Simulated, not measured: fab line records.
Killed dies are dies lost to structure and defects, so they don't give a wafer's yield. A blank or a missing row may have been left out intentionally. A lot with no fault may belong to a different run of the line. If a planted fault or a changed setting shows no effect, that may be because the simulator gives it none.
Matching of chambers | flow nand_harc | rie_diel-10 running NHARC_P_GATE_STRIP_101: 4 sister chambers
The step strips in O2, time 20 s. 16 wafers are shown with their chamber, then 8 later ones without.

== WAFERS, EACH WITH ITS CHAMBER ==
wafer  | chamber | oes_product_au (a.u.) | throttle_valve_pct (%) | rf_vpp_V (V)
L075.1 | 2       | 0.993                 | 17.040                 | 57.1
L075.2 | 1       | 1.010                 | 17.044                 | 56.9
L075.6 | 1       | 1.014                 | 17.048                 | 57.9
L080.2 | 1       | 1.018                 | 17.025                 | 56.9
L080.5 | 3       | 1.008                 | 17.034                 | 57.6
L080.6 | 0       | 1.006                 | 17.028                 | 58.9
L081.1 | 3       | 1.017                 | 17.025                 | 57.6
L081.5 | 1       | 1.034                 | 17.016                 | 58.8
L081.6 | 0       | 0.999                 | 17.036                 | 57.8
L082.1 | 3       | 1.012                 | 17.033                 | 58.6
L082.4 | 0       | 1.007                 | 17.055                 | 58.2
L082.6 | 1       | 1.008                 | 17.047                 | 58.8
L085.2 | 0       | 1.000                 | 17.045                 | 57.4
L085.4 | 3       | 1.006                 | 17.036                 | 60.1
L085.5 | 2       | 0.999                 | 17.048                 | 58.9
L087.1 | 0       | 0.994                 | 17.024                 | 57.4

SIGNATURES, as means of the wafers listed above
reading            | chamber 0 | chamber 1 | chamber 2 | chamber 3 | scatter within a chamber
oes_product_au     | 1.00120   | 1.01680   | 0.99600   | 1.01075   | 0.00726
throttle_valve_pct | 17.03760  | 17.03600  | 17.04400  | 17.03200  | 0.0115
rf_vpp_V           | 57.940    | 57.860    | 58.000    | 58.475    | 0.958
Rule: for a wafer and a chamber, the distance is found by dividing, reading by reading, the gap between the wafer's reading and the chamber's mean by the reading's scatter, squaring, summing and taking the root. The wafer belongs to the nearest chamber; if the next one is less than 2 further off, it can't be placed. How the scatter is found: for the shown wafers, subtract from each reading the mean of its chamber, square and add these, divide the total by (wafers less chambers), then take the root.

== WAFERS WITHOUT THEIR CHAMBER ==
wafer  | oes_product_au (a.u.) | throttle_valve_pct (%) | rf_vpp_V (V)
L087.3 | 1.015                 | 17.033                 | 58.3
L087.5 | 0.999                 | 17.020                 | 58.2
L092.4 | 0.982                 | 17.044                 | 57.4
L092.5 | 0.997                 | 17.032                 | 57.7
L092.6 | 0.994                 | 17.050                 | 58.4
L095.1 | 1.011                 | 17.052                 | 57.5
L095.3 | 1.012                 | 17.041                 | 59.2
L095.4 | 1.003                 | 17.051                 | 57.1

== WHICH CHAMBER EACH WENT THROUGH ==
wafer  | from the rows above               | in truth
L087.3 | can't be placed: 1 or 3 or 0      | 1
L087.5 | can't be placed: 0 or 3 or 2 or 1 | 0
L092.4 | can't be placed: 2 or 0           | 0
L092.5 | can't be placed: 0 or 2 or 3 or 1 | 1
L092.6 | can't be placed: 2 or 0           | 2
L095.1 | can't be placed: 1 or 0 or 3 or 2 | 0
L095.3 | can't be placed: 3 or 1 or 0 or 2 | 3
L095.4 | can't be placed: 2 or 0 or 3 or 1 | 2
0 of 8 placed correctly. Unplaceable from these rows: 8, with the true chamber sitting among the candidates in 8. Number placed wrongly: 0.
